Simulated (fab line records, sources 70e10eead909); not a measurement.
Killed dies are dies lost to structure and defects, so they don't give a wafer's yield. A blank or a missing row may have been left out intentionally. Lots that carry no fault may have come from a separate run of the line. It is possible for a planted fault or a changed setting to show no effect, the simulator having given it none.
Which of the tools did it?    flow nand_harc    6 lots, 18 wafers sampled, at 3 steps of a route of 1159

== WHAT THE GAUGES READ, wafer by wafer ==
NHARC_P_GATE_CD_MEAS_26: target cd 120 nm.
lot   measured      on         cd_nm (nm)
L381  day 5 08:22   cd_sem-02  119.9 119.1 120.0
L383  day 5 16:18   cd_sem-02  119.7 119.4 119.7
L387  day 7 00:16   cd_sem-01  120.8 121.2 121.3
L391  day 7 23:50   cd_sem-03  127.5 127.7 126.8
L398  day 9 17:31   cd_sem-01  120.6 120.3 120.5
L401  day 10 06:35  cd_sem-01  120.8 119.8 120.8

== EACH LOT AND THE TOOL THAT RAN IT (in order: tool; ch and the chambers of the sampled wafers; start) ==
lot   NHARC_P_ZERO_WELL_DESCUM_13        NHARC_P_GATE_PEB_24
L381  rie_diel-06 ch 1,2, day 2 07:23    litho_track-06 ch 0, day 5 08:17
L383  rie_diel-05 ch 2,3, day 2 19:16    litho_track-06 ch 0, day 5 16:13
L387  rie_diel-05 ch 0,2,3, day 3 19:34  litho_track-01 ch 0, day 7 00:11
L391  rie_diel-06 ch 0,1,3, day 4 19:31  litho_track-06 ch 0, day 7 23:45
L398  rie_diel-06 ch 0,1,2, day 6 13:34  litho_track-04 ch 0, day 9 17:26
L401  rie_diel-10 ch 0,2,3, day 7 07:25  litho_track-01 ch 0, day 10 06:30
- NHARC_P_ZERO_WELL_DESCUM_13: chemistry O2, time 3 s.
- NHARC_P_GATE_PEB_24: peb time 65 s.

== THE ANSWER, worked out from the rows above alone ==
Rule: what is usual is taken from the lots themselves. Put in order of their means at a reading, lots are off if they are a third of the lots or fewer, leave a main group of 4 or more, and stand apart from it by a gap of 3 or more times the standard deviation of the main group's means; of several such gaps the widest counts. If all means in a main group match to the digits the tables above print for the reading, that group is not used. A lot without any number at a reading at which 4 lots or more have one is off too. The other lots that the step has rows for count as sound.
Off: L391 (NHARC_P_GATE_CD_MEAS_26, cd_nm). The main group: mean 120.3 nm, standard deviation 0.56.
A tool fits if, at a process step before that reading, it ran every lot that is off, and no sound lot after the first of them. The gauges at NHARC_P_GATE_CD_MEAS_26 are tried like those tools. This does not decide it: 2 tools fit, namely litho_track-06 at NHARC_P_GATE_PEB_24 and cd_sem-03 at NHARC_P_GATE_CD_MEAS_26.

== WHAT THE SIMULATOR HAD PUT IN ==
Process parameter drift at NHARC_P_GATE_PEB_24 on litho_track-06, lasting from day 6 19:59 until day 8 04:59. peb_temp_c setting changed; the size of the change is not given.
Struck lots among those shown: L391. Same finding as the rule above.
